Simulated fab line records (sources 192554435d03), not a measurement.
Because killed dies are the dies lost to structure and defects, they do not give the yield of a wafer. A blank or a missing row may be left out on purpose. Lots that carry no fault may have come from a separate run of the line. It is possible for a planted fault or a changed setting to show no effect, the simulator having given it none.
fab line records	flow n5Finfet
record: lots: 24	wafers: 72	lastDay: 18
route steps=1938 shown ZERO_LAYER@16 PMOS_HMC_CHANNEL_EPI@66 FIN_SAQP@131
lots that met no fault: taken from a fault-free run of the same line
startH: hours from the record's opening day to when the first of the lot's shown wafers began	waitH: hours elapsed since this lot's preceding step	" the same as in the row above	L1.1+2: one row covering several wafers at once	- no value present, or no start provided	* or withheld: withheld	< > ~ a bound
route shown NAME@n: names a module that has steps shown in the file, with the first one's number in the route	usual: average and standard deviation across the fault-free wafers	same: alike in all rows	chamber/n: place in a boat	sites: each site's reading	_std_site: standard deviation across them	_edge_site: outer sites' mean less inner sites'	radiusMm: for every site, how far away it sits from the centre of the wafer	mask NAME#n: copy n	behind: tool/chamber where the wafer was last shaped	hold: why the lot went on hold/how many hours it stayed there/how the hold came to an end	device: the transistor (n, p or np) that didn't switch	end of line: tests run on the same wafers once the route is complete	a step with no rows: only its recipe	killed: not the wafer's yield, but the dies lost to structure and defects at the first sort	map: the dies of a wafer, with x for killed, . for not killed, _ for no die there
set.NAME: setting as actually run; set.NAME@STEP: the setting as run at that earlier step	model.NAME: the simulator's own value behind a step, which no gauge read
steps of the route over a sample of lots; a table a step, a row a wafer
services: a tool's chamber out of use, with start hour (startH, from the record's first day; less than 0 if before it), hours out, and reason
== steps ==
step: N5_ZERO_LAYER_ETCH_18
recipe: chemistry: HBr/Cl2	target: Si	targetDepthA: 1200	timeS: 40	pressureMtorr: 10	icpW: 800	biasW: 75	HBr_flow_sccm: 150	Cl2_flow_sccm: 80
usual: drypumpMotorCurrentA: 5.9/0.46	oesProductAu: 1.006/0.012	rfFwdPowerW: 795.8/2.7	throttleValvePct: 36.24/0.18
lot.wafer	tool	chamber	startH	waitH	drypumpMotorCurrentA	oesProductAu	rfFwdPowerW	rfHoursCounterH	throttleValvePct
L074.1	rieSi-05	1	12.92	0.0	6.9	1.027	797.1	77	35.99
L074.4	"	0	"	"	6.0	1.005	796.6	-	36.32
L074.5	"	1	"	"	6.8	1.014	793.1	-	35.96
L075.2	rieSi-06	3	18.91	0.0	5.2	0.985	799.5	143	36.17
L075.4	"	0	"	"	5.2	1.007	798.1	3	36.06
L075.6	"	0	"	"	5.2	1.001	798.2	-	36.08
L076.1	rieSi-06	2	24.85	0.1	5.8	1.010	794.6	75	36.45
L076.2	"	1	"	"	5.6	1.005	792.5	22	36.19
L076.4	"	0	"	"	5.2	1.004	797.1	3	36.09
L077.1	rieSi-01	1	30.80	0.0	5.6	0.998	797.4	123	36.54
L077.2	"	3	"	"	5.6	1.007	792.8	135	36.21
L077.5	"	2	"	"	5.8	0.988	796.5	-	36.15
L078.2	rieSi-05	1	36.80	0.0	6.8	1.020	797.6	78	35.97
L078.4	"	3	"	"	6.2	0.995	796.2	0	36.12
L078.6	"	3	"	"	6.1	0.993	797.5	-	36.12
L079.3	rieSi-01	2	42.88	0.0	5.8	1.000	796.3	118	36.15
L079.4	"	1	"	"	5.6	1.011	798.6	123	36.53
L079.6	"	3	"	"	5.6	0.997	799.7	-	36.20
L080.3	rieSi-05	2	49.13	0.0	6.1	1.031	799.8	48	36.32
L080.5	"	2	"	"	6.1	1.028	794.6	-	36.35
L080.6	"	1	"	"	6.8	1.026	799.3	-	35.98
L081.2	rieSi-06	0	55.21	0.0	5.2	0.997	797.5	4	36.09
L081.3	"	3	"	"	5.2	0.988	794.6	144	36.16
L081.4	"	2	"	"	5.8	1.009	794.3	76	36.47
L082.2	rieSi-05	0	60.79	0.0	6.0	1.004	795.8	42	36.32
L082.4	"	1	"	"	6.8	1.019	796.9	78	35.96
L082.6	"	0	"	"	6.0	0.990	795.6	-	36.34
L083.1	rieSi-05	3	67.15	0.0	6.1	0.987	799.9	1	36.12
L083.2	"	2	"	"	6.1	1.021	791.8	48	36.32
L083.3	"	1	"	"	6.9	1.022	788.1	78	35.98
L084.2	rieSi-01	3	73.38	0.0	5.6	1.007	793.7	136	36.18
L084.4	"	0	"	"	6.3	1.005	793.5	2	36.60
L084.5	"	2	"	"	5.8	1.004	796.8	-	36.14
L085.1	rieSi-05	2	78.81	0.0	6.1	1.029	792.9	48	36.32
L085.3	"	3	"	"	6.1	0.994	795.3	1	36.12
L085.5	"	1	"	"	6.9	1.022	794.8	-	35.99
L086.2	rieSi-06	0	84.80	0.0	5.2	0.997	791.8	4	36.07
L086.3	"	2	"	"	5.8	1.012	794.1	76	36.44
L086.6	"	1	"	"	5.6	1.005	796.4	-	36.18
L087.1	rieSi-05	1	90.91	0.0	6.8	1.017	797.1	79	35.98
L087.3	"	3	"	"	6.1	0.999	801.1	1	36.10
L087.6	"	0	"	"	6.0	1.009	795.1	-	36.33
L088.1	rieSi-06	3	96.92	0.1	5.3	0.986	796.3	145	36.15
L088.4	"	0	"	"	5.2	1.000	792.9	5	36.07
L088.6	"	2	"	"	5.8	1.015	795.3	-	36.45
L089.1	rieSi-01	0	102.91	0.0	6.3	1.007	796.6	3	36.59
L089.5	"	3	"	"	5.6	1.005	801.3	-	36.19
L089.6	"	2	"	"	5.8	0.989	794.5	-	36.15
L090.1	rieSi-01	0	109.17	0.0	6.3	1.007	796.4	3	36.58
L090.3	"	2	"	"	5.8	0.996	797.5	119	36.14
L090.4	"	1	"	"	5.6	1.005	796.9	124	36.55
L091.2	rieSi-06	3	114.79	0.0	5.3	0.990	796.4	145	36.16
L091.5	"	3	"	"	5.3	0.997	800.0	-	36.16
L091.6	"	0	"	"	5.2	1.006	793.7	-	36.07
L092.1	rieSi-05	3	120.87	0.0	6.1	1.008	794.0	2	36.12
L092.2	"	2	"	"	6.1	1.020	794.4	49	36.32
L092.4	"	1	"	"	6.8	1.013	797.5	79	35.97
L093.1	rieSi-05	2	126.79	0.0	6.1	1.032	791.8	49	36.31
L093.3	"	3	"	"	6.1	1.006	796.2	2	36.12
L093.4	"	1	"	"	6.8	1.023	796.3	79	35.98
L094.1	rieSi-06	3	132.91	0.0	5.3	0.988	800.5	145	36.15
L094.5	"	0	"	"	5.2	1.001	798.8	-	36.08
L094.6	"	1	"	"	5.7	1.000	798.6	-	36.18
L095.3	rieSi-01	3	138.82	0.0	5.6	1.016	796.2	137	36.19
L095.4	"	0	"	"	6.4	1.010	795.3	3	36.60
L095.6	"	3	"	"	5.6	0.999	797.3	-	36.19
L096.1	rieSi-05	0	144.92	0.0	6.1	1.013	791.1	44	36.33
L096.4	"	3	"	"	6.1	0.992	794.0	2	36.13
L096.5	"	1	"	"	6.9	1.023	797.3	-	35.98
L097.1	rieSi-01	1	150.92	0.0	5.6	1.008	795.6	125	36.56
L097.3	"	3	"	"	5.7	1.003	795.0	137	36.18
L097.5	"	0	"	"	6.3	0.993	795.1	-	36.61
step: N5_PMOS_HMC_CHANNEL_EPI_OVL_MEAS_10
recipe: pointsPerWafer: 44
usual: PMOS_HMC_BLK_OVL: 0.2/0.82
lot.wafer	tool	chamber	startH	waitH	PMOS_HMC_BLK_OVL[nm]
L074.1	overlay-01	0	17.70	0.0	1.5
L074.4	"	0	"	"	-0.5
L074.5	"	0	"	"	0.5
L075.2	overlay-02	0	23.62	0.0	0.7
L075.4	"	0	"	"	1.3
L075.6	"	0	"	"	0.8
L076.1	overlay-02	0	29.46	0.0	-0.9
L076.2	"	0	"	"	0.5
L076.4	"	0	"	"	-0.1
L077.1	overlay-01	0	35.46	0.0	1.1
L077.2	"	0	"	"	-0.2
L077.5	"	0	"	"	-0.3
L078.2	overlay-02	0	41.25	0.0	-0.2
L078.4	"	0	"	"	-0.5
L078.6	"	0	"	"	0.3
L079.3	overlay-01	0	47.50	0.0	0.5
L079.4	"	0	"	"	0.3
L079.6	"	0	"	"	0.2
L080.3	overlay-01	0	53.86	0.0	-0.5
L080.5	"	0	"	"	-0.2
L080.6	"	0	"	"	-0.7
L081.2	overlay-02	0	59.36	0.0	0.4
L081.3	"	0	"	"	1.3
L081.4	"	0	"	"	0.6
L082.2	overlay-02	0	65.32	0.0	1.5
L082.4	"	0	"	"	1.4
L082.6	"	0	"	"	2.3
L083.1	overlay-02	0	71.64	0.0	0.1
L083.2	"	0	"	"	0.4
L083.3	"	0	"	"	1.0
L084.2	overlay-01	0	77.75	0.0	-0.1
L084.4	"	0	"	"	0.9
L084.5	"	0	"	"	-0.3
L085.1	overlay-02	0	83.52	0.0	0.9
L085.3	"	0	"	"	0.6
L085.5	"	0	"	"	-0.7
L086.2	overlay-02	0	89.38	0.0	-0.8
L086.3	"	0	"	"	-0.6
L086.6	"	0	"	"	-0.1
L087.1	overlay-02	0	95.50	0.0	1.5
L087.3	"	0	"	"	0.7
L087.6	"	0	"	"	1.0
L088.1	overlay-02	0	101.56	0.0	-0.7
L088.4	"	0	"	"	-0.7
L088.6	"	0	"	"	-0.2
L089.1	overlay-01	0	107.55	0.0	0.7
L089.5	"	0	"	"	0.7
L089.6	"	0	"	"	-0.1
L090.1	overlay-02	0	113.33	0.0	-0.3
L090.3	"	0	"	"	0.3
L090.4	"	0	"	"	0.2
L091.2	overlay-02	0	119.24	0.0	-0.1
L091.5	"	0	"	"	0.0
L091.6	"	0	"	"	-0.1
L092.1	overlay-02	0	125.92	0.0	0.2
L092.2	"	0	"	"	0.2
L092.4	"	0	"	"	1.1
L093.1	overlay-02	0	132.79	0.0	0.7
L093.3	"	0	"	"	1.1
L093.4	"	0	"	"	0.1
L094.1	overlay-01	0	137.59	0.0	1.0
L094.5	"	0	"	"	0.8
L094.6	"	0	"	"	0.1
L095.3	overlay-02	0	143.40	0.0	0.7
L095.4	"	0	"	"	-0.2
L095.6	"	0	"	"	-0.7
L096.1	overlay-01	0	149.49	0.0	0.6
L096.4	"	0	"	"	-0.5
L096.5	"	0	"	"	1.0
L097.1	overlay-01	0	155.54	0.0	-0.2
L097.3	"	0	"	"	-1.8
L097.5	"	0	"	"	-1.2
step: N5_FIN_SAQP_MANDREL_ETCH_58
recipe: chemistry: HBr/Cl2	target: a-Si	targetDepthA: 450	btTimeS: 10	stopOn: SiNx	maskMaterial: SiO2	overEtchFrac: 0.8	timeS: 27	pressureMtorr: 10	icpW: 800	biasW: 75	HBr_flow_sccm: 150	Cl2_flow_sccm: 80	ends: endPoint
usual: drypumpMotorCurrentA: 5.8/0.47	oesProductAu: 0.701/0.0087	rfFwdPowerW: 795/3.2	throttleValvePct: 35.49/0.17
lot.wafer	tool	chamber	startH	waitH	drypumpMotorCurrentA	oesProductAu	rfFwdPowerW	rfHoursCounterH	throttleValvePct
L074.1	rieSi-06	1	26.05	0.0	5.6	0.688	793	22	35.46
L074.4	"	3	"	"	5.3	0.691	796	143	35.41
L074.5	"	3	"	"	5.3	0.693	799	-	35.41
L075.2	rieSi-06	1	31.01	0.0	5.6	0.701	793	23	35.45
L075.4	"	3	"	"	5.3	0.692	793	143	35.39
L075.6	"	3	"	"	5.3	0.692	794	-	35.40
L076.1	rieSi-06	3	37.12	0.0	5.3	0.686	796	144	35.41
L076.2	"	2	"	"	5.8	0.708	794	75	35.71
L076.4	"	0	"	"	5.2	0.706	796	4	35.31
L077.1	rieSi-06	1	43.04	0.0	5.6	0.697	795	23	35.43
L077.2	"	2	"	"	5.7	0.698	797	75	35.72
L077.5	"	1	"	"	5.6	0.706	799	-	35.42
L078.2	rieSi-05	2	50.36	0.0	6.2	0.703	789	48	35.62
L078.4	"	3	"	"	6.1	0.702	791	0	35.38
L078.6	"	3	"	"	6.1	0.702	792	-	35.37
L079.3	rieSi-05	1	54.43	0.0	6.8	0.708	793	78	35.24
L079.4	"	3	"	"	6.1	0.698	800	0	35.37
L079.6	"	2	"	"	6.1	0.706	788	-	35.58
L080.3	rieSi-06	1	62.22	0.0	5.6	0.695	793	23	35.43
L080.5	"	1	"	"	5.6	0.698	800	-	35.42
L080.6	"	0	"	"	5.2	0.701	793	-	35.31
L081.2	rieSi-01	3	67.90	0.0	5.7	0.694	793	136	35.46
L081.3	"	1	"	"	5.6	0.702	787	124	35.83
L081.4	"	2	"	"	5.8	0.702	795	118	35.38
L082.2	rieSi-06	0	73.53	0.0	5.2	0.705	792	4	35.32
L082.4	"	1	"	"	5.6	0.710	792	23	35.42
L082.6	"	0	"	"	5.2	0.706	793	-	35.31
L083.1	rieSi-01	2	78.89	0.0	5.8	0.688	793	118	35.40
L083.2	"	3	"	"	5.6	0.694	798	136	35.46
L083.3	"	0	"	"	6.3	0.689	796	2	35.87
L084.2	rieSi-06	2	85.61	0.0	5.8	0.692	795	76	35.73
L084.4	"	0	"	"	5.2	0.708	799	5	35.34
L084.5	"	3	"	"	5.2	0.687	802	-	35.41
L085.1	rieSi-06	1	91.54	0.0	5.6	0.699	798	24	35.43
L085.3	"	3	"	"	5.3	0.694	797	144	35.42
L085.5	"	3	"	"	5.3	0.689	794	-	35.41
L086.2	rieSi-01	1	99.30	0.0	5.6	0.699	792	124	35.82
L086.3	"	0	"	"	6.3	0.684	794	3	35.86
L086.6	"	1	"	"	5.6	0.700	791	-	35.82
L087.1	rieSi-05	2	102.60	0.0	6.1	0.716	791	49	35.60
L087.3	"	3	"	"	6.1	0.691	793	1	35.37
L087.6	"	0	"	"	6.0	0.697	796	-	35.59
L088.1	rieSi-05	0	108.76	0.0	6.0	0.692	797	43	35.60
L088.4	"	3	"	"	6.1	0.700	795	2	35.38
L088.6	"	0	"	"	6.0	0.701	794	-	35.59
L089.1	rieSi-05	0	114.86	0.0	6.1	0.700	794	43	35.59
L089.5	"	3	"	"	6.1	0.696	800	-	35.38
L089.6	"	0	"	"	6.0	0.706	795	-	35.57
L090.1	rieSi-06	1	120.23	0.0	5.6	0.702	797	24	35.43
L090.3	"	2	"	"	5.8	0.709	795	77	35.72
L090.4	"	3	"	"	5.3	0.694	802	145	35.40
L091.2	rieSi-01	3	126.10	0.0	5.6	0.704	798	137	35.46
L091.5	"	3	"	"	5.7	0.702	796	-	35.44
L091.6	"	0	"	"	6.4	0.698	794	-	35.82
L092.1	rieSi-05	1	133.31	0.0	6.8	0.706	791	80	35.25
L092.2	"	2	"	"	6.1	0.700	792	49	35.61
L092.4	"	2	"	"	6.1	0.719	794	-	35.59
L093.1	rieSi-05	0	139.64	0.0	6.1	0.703	794	44	35.58
L093.3	"	2	"	"	6.1	0.715	791	50	35.60
L093.4	"	2	"	"	6.1	0.727	793	-	35.56
L094.1	rieSi-06	0	144.87	0.0	5.2	0.696	798	6	35.33
L094.5	"	2	"	"	5.8	0.708	797	-	35.71
L094.6	"	1	"	"	5.6	0.701	793	-	35.44
L095.3	rieSi-06	3	150.98	0.0	5.3	0.682	799	146	35.41
L095.4	"	0	"	"	5.2	0.708	796	6	35.32
L095.6	"	1	"	"	5.6	0.704	794	-	35.43
L096.1	rieSi-05	2	158.24	0.0	6.1	0.717	793	50	35.59
L096.4	"	3	"	"	6.1	0.712	793	2	35.36
L096.5	"	1	"	"	6.8	0.712	792	-	35.21
L097.1	rieSi-06	3	164.56	0.0	5.3	0.693	797	146	35.40
L097.3	"	2	"	"	5.8	0.702	791	78	35.73
L097.5	"	3	"	"	5.3	0.698	799	-	35.39
step: N5_FIN_SAQP_RECESS_63
recipe: chemistry: HF/NH3	target: SiO2	targetDepthA: 180	afsCycles: 3	tempC: 30	sublimationTempC: 180	sublimationTimeS: 60
usual: drypumpMotorCurrentA: 5.6/0.58
lot.wafer	tool	chamber	startH	waitH	drypumpMotorCurrentA
L074.1	vaporEtch-02	1	26.13	0.1	4.7
L074.4	"	0	"	"	5.4
L074.5	"	1	"	"	4.7
L075.2	vaporEtch-01	1	31.09	0.1	5.6
L075.4	"	1	"	"	5.6
L075.6	"	0	"	"	6.3
L076.1	vaporEtch-01	0	37.20	0.1	6.3
L076.2	"	1	"	"	5.6
L076.4	"	1	"	"	5.6
L077.1	vaporEtch-01	0	43.12	0.1	6.3
L077.2	"	1	"	"	5.6
L077.5	"	0	"	"	6.3
L078.2	vaporEtch-01	0	50.44	0.1	6.3
L078.4	"	1	"	"	5.6
L078.6	"	1	"	"	5.6
L079.3	vaporEtch-02	1	54.63	0.2	4.7
L079.4	"	0	"	"	5.3
L079.6	"	1	"	"	4.7
L080.3	vaporEtch-01	0	62.42	0.2	6.3
L080.5	"	1	"	"	5.6
L080.6	"	0	"	"	6.3
L081.2	vaporEtch-02	1	67.99	0.1	4.7
L081.3	"	1	"	"	4.6
L081.4	"	0	"	"	5.3
L082.2	vaporEtch-01	1	73.61	0.1	5.6
L082.4	"	1	"	"	5.6
L082.6	"	0	"	"	6.3
L083.1	vaporEtch-02	0	79.07	0.2	5.4
L083.2	"	1	"	"	4.7
L083.3	"	0	"	"	5.3
L084.2	vaporEtch-01	1	85.69	0.1	5.6
L084.4	"	0	"	"	6.3
L084.5	"	0	"	"	6.3
L085.1	vaporEtch-02	1	91.62	0.1	4.7
L085.3	"	0	"	"	5.4
L085.5	"	0	"	"	5.4
L086.2	vaporEtch-01	0	99.38	0.1	6.3
L086.3	"	0	"	"	6.3
L086.6	"	1	"	"	5.6
L087.1	vaporEtch-01	0	102.68	0.1	6.3
L087.3	"	0	"	"	6.3
L087.6	"	1	"	"	5.6
L088.1	vaporEtch-02	0	108.84	0.1	5.3
L088.4	"	1	"	"	4.7
L088.6	"	0	"	"	5.3
L089.1	vaporEtch-02	0	114.94	0.1	5.4
L089.5	"	0	"	"	5.3
L089.6	"	1	"	"	4.7
L090.1	vaporEtch-02	1	120.31	0.1	4.7
L090.3	"	1	"	"	4.7
L090.4	"	0	"	"	5.3
L091.2	vaporEtch-02	1	126.18	0.1	4.7
L091.5	"	1	"	"	4.7
L091.6	"	0	"	"	5.4
L092.1	vaporEtch-01	0	133.39	0.1	6.3
L092.2	"	1	"	"	5.6
L092.4	"	1	"	"	5.6
L093.1	vaporEtch-01	0	139.72	0.1	6.3
L093.3	"	0	"	"	6.3
L093.4	"	1	"	"	5.6
L094.1	vaporEtch-01	1	144.95	0.1	5.6
L094.5	"	0	"	"	6.3
L094.6	"	1	"	"	5.6
L095.3	vaporEtch-01	1	151.18	0.2	5.6
L095.4	"	0	"	"	6.3
L095.6	"	0	"	"	6.3
L096.1	vaporEtch-01	0	158.32	0.1	6.3
L096.4	"	0	"	"	6.3
L096.5	"	1	"	"	5.6
L097.1	vaporEtch-01	0	164.64	0.1	6.3
L097.3	"	1	"	"	5.6
L097.5	"	0	"	"	6.3
step: N5_FIN_SAQP_FIN_ETCH_36
recipe: chemistry: HBr/Cl2/O2	targetDepthA: 1200	maskMaterial: SiNx	timeS: 50.4	biasW: 102	pressureMtorr: 10	icpW: 800	HBr_flow_sccm: 150	Cl2_flow_sccm: 80	O2_flow_sccm: 12
usual: drypumpMotorCurrentA: 6.0/0.47	oesProductAu: 1.010/0.019	rfFwdPowerW: 796.3/2.8	throttleValvePct: 35.93/0.17
lot.wafer	tool	chamber	startH	waitH	drypumpMotorCurrentA	oesProductAu	rfFwdPowerW	rfHoursCounterH	throttleValvePct
L074.1	rieSi-05	0	27.88	0.0	6.1	0.998	796.1	42	36.05
L074.4	"	2	"	"	6.1	1.025	792.1	-	36.01
L074.5	"	1	"	"	6.9	1.035	791.3	-	35.66
L075.2	rieSi-05	2	32.73	0.0	6.1	1.037	789.1	48	36.02
L075.4	"	3	"	"	6.1	1.002	796.6	0	35.80
L075.6	"	1	"	"	6.8	1.037	795.4	-	35.65
L076.1	rieSi-06	2	38.81	0.0	5.8	1.029	795.9	75	36.14
L076.2	"	3	"	"	5.2	0.985	800.2	144	35.88
L076.4	"	1	"	"	5.6	0.999	796.2	23	35.88
L077.1	rieSi-05	0	44.85	0.0	6.1	0.988	796.1	42	36.04
L077.2	"	2	"	"	6.2	1.041	797.3	48	36.01
L077.5	"	0	"	"	6.0	1.000	797.6	-	36.04
L078.2	rieSi-05	3	52.07	0.0	6.1	0.995	793.7	0	35.83
L078.4	"	0	"	"	6.0	1.002	798.4	42	36.06
L078.6	"	1	"	"	6.8	1.024	800.4	-	35.69
L079.3	rieSi-06	2	56.12	0.0	5.8	1.016	798.2	76	36.15
L079.4	"	0	"	"	5.2	0.992	793.9	4	35.79
L079.6	"	2	"	"	5.8	1.014	797.3	-	36.16
L080.3	rieSi-05	3	64.33	0.0	6.1	1.012	797.7	1	35.81
L080.5	"	3	"	"	6.1	1.005	800.4	-	35.80
L080.6	"	0	"	"	6.0	0.998	798.6	-	36.03
L081.2	rieSi-05	0	69.96	0.0	6.0	1.001	801.7	42	36.01
L081.3	"	2	"	"	6.1	1.039	801.9	48	36.00
L081.4	"	1	"	"	6.9	1.024	795.3	78	35.67
L082.2	rieSi-06	2	75.22	0.0	5.8	1.022	801.5	76	36.16
L082.4	"	3	"	"	5.3	0.979	801.8	144	35.89
L082.6	"	2	"	"	5.8	1.029	795.8	-	36.16
L083.1	rieSi-05	2	80.82	0.0	6.1	1.030	797.3	49	36.02
L083.2	"	3	"	"	6.1	1.008	796.6	1	35.81
L083.3	"	1	"	"	6.8	1.036	797.3	79	35.66
L084.2	rieSi-06	0	88.56	0.0	5.2	0.980	799.1	5	35.80
L084.4	"	2	"	"	5.8	1.012	797.6	76	36.17
L084.5	"	0	"	"	5.2	0.986	798.3	-	35.81
L085.1	rieSi-06	2	93.79	0.0	5.7	1.024	796.5	76	36.16
L085.3	"	0	"	"	5.2	1.003	800.7	5	35.79
L085.5	"	0	"	"	5.2	0.997	796.7	-	35.80
L086.2	rieSi-01	3	101.13	0.0	5.6	1.007	794.7	136	35.90
L086.3	"	1	"	"	5.6	1.015	795.8	124	36.26
L086.6	"	3	"	"	5.7	1.007	793.2	-	35.90
L087.1	rieSi-01	3	104.28	0.0	5.7	1.005	793.9	136	35.91
L087.3	"	0	"	"	6.3	1.011	799.8	3	36.30
L087.6	"	1	"	"	5.6	1.013	795.5	-	36.26
L088.1	rieSi-05	2	110.55	0.0	6.1	1.020	791.3	49	36.01
L088.4	"	0	"	"	6.0	0.989	798.0	43	36.06
L088.6	"	3	"	"	6.1	0.998	795.3	-	35.83
L089.1	rieSi-06	3	116.79	0.0	5.2	0.967	799.6	145	35.87
L089.5	"	0	"	"	5.2	0.998	797.2	-	35.79
L089.6	"	3	"	"	5.3	0.973	795.2	-	35.89
L090.1	rieSi-05	2	122.23	0.0	6.1	1.042	794.9	49	36.00
L090.3	"	3	"	"	6.1	1.020	794.8	2	35.80
L090.4	"	1	"	"	6.8	1.034	792.7	79	35.66
L091.2	rieSi-05	1	128.00	0.0	6.8	1.032	795.6	79	35.65
L091.5	"	2	"	"	6.1	1.047	791.4	-	36.01
L091.6	"	1	"	"	6.8	1.032	792.4	-	35.66
L092.1	rieSi-05	0	135.09	0.0	6.0	1.007	791.6	44	36.04
L092.2	"	2	"	"	6.2	1.032	795.5	50	36.00
L092.4	"	0	"	"	6.0	1.004	795.3	-	36.04
L093.1	rieSi-05	0	141.65	0.0	6.1	1.014	799.5	44	36.03
L093.3	"	2	"	"	6.1	1.029	799.4	50	36.03
L093.4	"	1	"	"	6.8	1.040	792.4	-	35.68
L094.1	rieSi-01	2	146.66	0.0	5.8	0.983	791.1	120	35.85
L094.5	"	3	"	"	5.7	0.992	796.1	-	35.90
L094.6	"	2	"	"	5.8	0.984	793.8	-	35.86
L095.3	rieSi-05	0	153.08	0.0	6.1	0.999	794.1	44	36.04
L095.4	"	2	"	"	6.1	1.034	793.3	50	36.01
L095.6	"	3	"	"	6.1	1.012	793.3	-	35.80
L096.1	rieSi-06	3	161.26	0.0	5.3	0.977	798.8	146	35.90
L096.4	"	2	"	"	5.7	1.020	796.0	78	36.16
L096.5	"	0	"	"	5.2	0.991	799.2	-	35.80
L097.1	rieSi-01	3	167.58	0.0	5.6	0.995	793.4	137	35.92
L097.3	"	1	"	"	5.6	1.010	797.0	125	36.28
L097.5	"	1	"	"	5.6	1.009	792.7	-	36.26
step: N5_FIN_SAQP_CD_MEAS_37
recipe: targetCdNm: 8	polarity: line
usual: cdNm: 8.10/0.23
lot.wafer	tool	chamber	startH	waitH	cdNm
L074.1	cdSem-02	-	28.00	0.1	8.41
L074.4	"	-	"	"	8.16
L074.5	"	-	"	"	8.17
L075.2	cdSem-03	-	32.85	0.1	7.59
L075.4	"	-	"	"	8.00
L075.6	"	-	"	"	8.38
L076.1	cdSem-01	-	38.92	0.1	8.42
L076.2	"	-	"	"	7.79
L076.4	"	-	"	"	8.08
L077.1	cdSem-02	-	44.97	0.1	8.34
L077.2	"	-	"	"	7.67
L077.5	"	-	"	"	8.42
L078.2	cdSem-02	-	52.19	0.1	8.38
L078.4	"	-	"	"	8.38
L078.6	"	-	"	"	8.28
L079.3	cdSem-03	-	56.24	0.1	8.53
L079.4	"	-	"	"	8.34
L079.6	"	-	"	"	7.97
L080.3	cdSem-02	-	64.46	0.1	8.17
L080.5	"	-	"	"	8.19
L080.6	"	-	"	"	8.31
L081.2	cdSem-01	-	70.08	0.1	8.47
L081.3	"	-	"	"	8.26
L081.4	"	-	"	"	7.87
L082.2	cdSem-01	-	75.34	0.1	7.84
L082.4	"	-	"	"	8.05
L082.6	"	-	"	"	8.04
L083.1	cdSem-02	-	80.94	0.1	8.01
L083.2	"	-	"	"	8.37
L083.3	"	-	"	"	8.23
L084.2	cdSem-01	-	88.68	0.1	7.99
L084.4	"	-	"	"	7.88
L084.5	"	-	"	"	8.29
L085.1	cdSem-02	-	93.91	0.1	7.93
L085.3	"	-	"	"	8.31
L085.5	"	-	"	"	7.97
L086.2	cdSem-01	-	101.25	0.1	8.49
L086.3	"	-	"	"	8.19
L086.6	"	-	"	"	8.26
L087.1	cdSem-03	-	104.40	0.1	8.29
L087.3	"	-	"	"	8.30
L087.6	"	-	"	"	8.32
L088.1	cdSem-03	-	110.67	0.1	8.04
L088.4	"	-	"	"	7.95
L088.6	"	-	"	"	7.90
L089.1	cdSem-03	-	116.91	0.1	8.06
L089.5	"	-	"	"	8.04
L089.6	"	-	"	"	8.02
L090.1	cdSem-01	-	122.35	0.1	7.98
L090.3	"	-	"	"	7.77
L090.4	"	-	"	"	7.86
L091.2	cdSem-02	-	128.16	0.1	7.74
L091.5	"	-	"	"	7.87
L091.6	"	-	"	"	7.92
L092.1	cdSem-03	-	135.21	0.1	8.40
L092.2	"	-	"	"	7.87
L092.4	"	-	"	"	8.28
L093.1	cdSem-02	-	141.77	0.1	8.05
L093.3	"	-	"	"	8.06
L093.4	"	-	"	"	8.08
L094.1	cdSem-03	-	146.78	0.1	7.92
L094.5	"	-	"	"	7.85
L094.6	"	-	"	"	8.15
L095.3	cdSem-01	-	153.21	0.1	8.21
L095.4	"	-	"	"	7.97
L095.6	"	-	"	"	7.97
L096.1	cdSem-03	-	161.37	0.1	8.37
L096.4	"	-	"	"	8.26
L096.5	"	-	"	"	7.57
L097.1	cdSem-01	-	167.70	0.1	7.73
L097.3	"	-	"	"	7.84
L097.5	"	-	"	"	7.72
== services ==
tool	chamber	startH	hours	kind
rieSi-01	-	-3.40	2.7	repair
rieSi-01	-	0.60	0.1	repair
rieSi-05	3	4.63	-	clean
rieSi-05	3	4.63	-	consumableReplace:focusRing
rieSi-05	3	4.63	23.8	scheduledDown
rieSi-05	3	4.63	23.8	ventCycle
rieSi-01	3	16.97	6.0	repair
rieSi-06	-	48.33	2.8	pm
vaporEtch-02	0	59.36	2.9	repair
rieSi-05	0	71.47	7.9	repair
vaporEtch-01	-	101.95	0.1	repair
rieSi-01	-	112.86	0.3	repair
rieSi-06	2	125.49	1.3	repair
rieSi-05	3	127.44	17.1	repair
rieSi-05	0	127.68	1.2	repair
== key ==
fault none
